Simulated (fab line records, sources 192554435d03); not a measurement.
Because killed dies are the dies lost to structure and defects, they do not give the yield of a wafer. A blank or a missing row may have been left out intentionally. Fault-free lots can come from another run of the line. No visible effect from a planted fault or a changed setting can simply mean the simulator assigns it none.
Struck lot and sound lot, side by side ; flow n5Finfet ; 15 out of 1938 route steps
Sound: these wafers, L889.2, L889.4, L889.6. The struck wafers were L900.1, L900.3, L900.4. The cause comes at the end.
For every step that has rows: the tool of each side, followed by ch and its chambers, followed by its first start. Under that, the readings that differ: sound wafers ; struck wafers ; difference of the means ; sigmas: that difference in standard deviations of wafers without a fault.
alike: a reading whose means differ by less than 2 such deviations, as well as words and numbers matching on both sides. not compared: withheld readings; readings where some wafer has no value; bounds like >300 that might hide an equal value; numbers whose values overlap and for which the record gives no deviation.
The two part at a step that has a row with sigmas, a row that says differs or no value, or rows on one side only. Non-overlapping numbers with no deviation appear without sigmas and do not part them. A reading missing from all wafers of one side parts the sides only when that side holds two or more wafers.

first, 8 steps without rows for these wafers: N5_BEOL_M5_COAT_60 (time 60 s, resist thk 12 nm); N5_BEOL_M5_COAT_71 (time 60 s, resist thk 5 nm); N5_BEOL_M5_COAT_05 (resist thk 30 nm); N5_BEOL_M5_EBR_07; N5_BEOL_M5_SOFTBAKE_06 (time 60 s); N5_BEOL_M5_EXPOSE_08 (exposes mask M5, target cd 28 nm); N5_BEOL_M5_PEB_09 (peb time 60 s); N5_BEOL_M5_DEVELOP_10 (develop time 30 s).
N5_BEOL_M5_CD_MEAS_11: the cd target is 27.74 nm.
  sound on cdSem-01 ch 0, day 7 22:02; struck on cdSem-03 ch 0, day 11 14:53
  alike: cdNm
N5_BEOL_M5_OVL_MEAS_12:
  sound on overlay-01 ch 0, day 7 22:05; struck on overlay-02 ch 0, day 11 14:55
  alike: M5_OVL
N5_BEOL_M5_INSPECT_13: inspects for defects (brightfield).
  sound on defectInspect-02, day 7 22:08; struck on defectInspect-02, day 11 14:58
  alike: rawDefectCount
N5_BEOL_M5_DESCUM_16: chemistry O2, time 7 s.
  sound on rieDiel-04 ch 1,2,3, day 7 22:10; struck on rieDiel-04 ch 1,2,3, day 11 15:13
  alike: drypumpMotorCurrentA, oesProductAu, rfVppV, showerheadPlenumPTorr, throttleValvePct
  not compared: rfHoursCounterH
N5_BEOL_M5_ETCH_72: etches underlayer in N2/H2, target depth 6.5 nm, time 5.2 s.
  sound on rieDiel-04 ch 1,2,3, day 7 22:12; struck on rieDiel-04 ch 1,2,3, day 11 15:14
reading;sound;struck;difference;sigmas
biasW (W);150.2 150.2 150.0;159.4 159.3 159.0;+9.1;+21
rfVppV (V);527 527 521;546 541 547;+20;+6
  alike: drypumpMotorCurrentA, etchRfOnTimeS, oesProductAu, showerheadPlenumPTorr, throttleValvePct
  not compared: rfHoursCounterH
N5_BEOL_M5_ETCH_61: etches SiARC in CF4, target depth 15.6 nm, time 26 s.
  sound on rieDiel-04 ch 1,2,3, day 7 22:13; struck on rieDiel-04 ch 1,2,3, day 11 15:16
  alike: biasW, drypumpMotorCurrentA, etchRfOnTimeS, oesProductAu, rfVppV, showerheadPlenumPTorr, throttleValvePct
  not compared: rfHoursCounterH
-- here the record skips 5 days between the struck wafers' starts before and after, leaving off in module BEOL_M5 and picking up in module PASSIVATION (first step shown: number 1936 of the route) --
N5_PASSIVATION_PROBE_49:
  sound on prober-01, day 12 06:50; struck on prober-02, day 16 05:01
  alike: defectLimitedYield, killed_at_M0_to_M3, killed_at_M4_up, killedAtContacts, killedAtFrontEnd, killedAtOther, killedDies, killedOpen, killedShort, sort_bin_5_function, sort_bin_6_memory, sort_bin_8_speed, sortNPass, sortYieldPct

WHERE THEY PART
Only at N5_BEOL_M5_ETCH_72, as far as this record shows. Later steps at which nothing parts them and some readings are alike: N5_BEOL_M5_ETCH_61, N5_PASSIVATION_PROBE_49.

WHY: what had been put in by the simulator
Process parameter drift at N5_BEOL_M5_ETCH_72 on rieDiel-04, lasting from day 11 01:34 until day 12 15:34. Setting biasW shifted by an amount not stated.
